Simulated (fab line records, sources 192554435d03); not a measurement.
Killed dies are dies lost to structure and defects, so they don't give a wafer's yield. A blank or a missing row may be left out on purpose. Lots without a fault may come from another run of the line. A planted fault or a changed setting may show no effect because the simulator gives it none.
Chamber matching | flow n5_finfet | N5_BEOL_M1_ETCH_64 on rie_diel-04: 4 sister chambers
The step etches SOC in N2/H2, target depth 75 nm, overetch 15 nm, time 112.5 s. 18 wafers are shown with their chamber, then 9 later ones without.

WAFERS WITH THEIR CHAMBER
wafer  | chamber | drypump_motor_current_A (A) | showerhead_plenum_p_Torr (Torr) | throttle_valve_pct (%)
L076.1 | 0       | 5.2                         | 2.43                            | 17.86
L076.4 | 3       | 5.3                         | 2.50                            | 17.54
L076.6 | 0       | 5.2                         | 2.43                            | 17.86
L079.1 | 0       | 5.2                         | 2.43                            | 17.88
L079.2 | 3       | 5.3                         | 2.50                            | 17.55
L079.5 | 2       | 6.2                         | 2.53                            | 17.94
L080.2 | 1       | 5.2                         | 2.60                            | 17.75
L080.3 | 0       | 5.2                         | 2.43                            | 17.88
L080.4 | 3       | 5.3                         | 2.50                            | 17.55
L082.1 | 2       | 6.2                         | 2.53                            | 17.94
L082.3 | 0       | 5.2                         | 2.43                            | 17.87
L082.6 | 1       | 5.2                         | 2.60                            | 17.76
L087.1 | 0       | 5.3                         | 2.42                            | 17.90
L087.3 | 1       | 5.2                         | 2.59                            | 17.77
L087.5 | 2       | 6.2                         | 2.53                            | 17.95
L090.2 | 0       | 5.2                         | 2.42                            | 17.92
L090.3 | 3       | 5.3                         | 2.49                            | 17.08
L090.4 | 1       | 5.2                         | 2.59                            | 17.76

SIGNATURES (means of the wafers above)
reading                  | chamber 0 | chamber 1 | chamber 2 | chamber 3 | scatter within a chamber
drypump_motor_current_A  | 5.214     | 5.200     | 6.200     | 5.300     | 0.0247
showerhead_plenum_p_Torr | 2.4271    | 2.5950    | 2.5300    | 2.4975    | 0.00476
throttle_valve_pct       | 17.8814   | 17.7600   | 17.9433   | 17.4300   | 0.109
Rule: a wafer's distance from a chamber is the root of the sum, over the readings, of the square of ((its reading less the chamber's mean) divided by the reading's scatter). The wafer belongs to the nearest chamber; if the next one is less than 2 further off, it can't be placed. The scatter: the root of (the sum of the squares of (reading less its chamber's mean) over the shown wafers, divided by (wafers less chambers)).

WAFERS WITHOUT THEIR CHAMBER
wafer  | drypump_motor_current_A (A) | showerhead_plenum_p_Torr (Torr) | throttle_valve_pct (%)
L092.1 | 5.3                         | 2.49                            | 17.09
L092.2 | 6.2                         | 2.52                            | 17.98
L092.5 | 5.2                         | 2.42                            | 17.94
L094.2 | 5.3                         | 2.49                            | 17.10
L094.3 | 5.2                         | 2.42                            | 17.92
L094.4 | 6.2                         | 2.52                            | 18.00
L097.1 | 5.2                         | 2.41                            | 17.93
L097.3 | 6.2                         | 2.52                            | 18.01
L097.5 | 5.2                         | 2.58                            | 17.80

WHICH CHAMBER EACH WENT THROUGH
wafer  | from the rows above | in truth
L092.1 | 3                   | 3
L092.2 | 2                   | 2
L092.5 | 0                   | 0
L094.2 | 3                   | 3
L094.3 | 0                   | 0
L094.4 | 2                   | 2
L097.1 | 0                   | 0
L097.3 | 2                   | 2
L097.5 | 1                   | 1
Placed correctly: 9 of 9. Can't be placed from these rows: 0. Placed wrongly: 0.
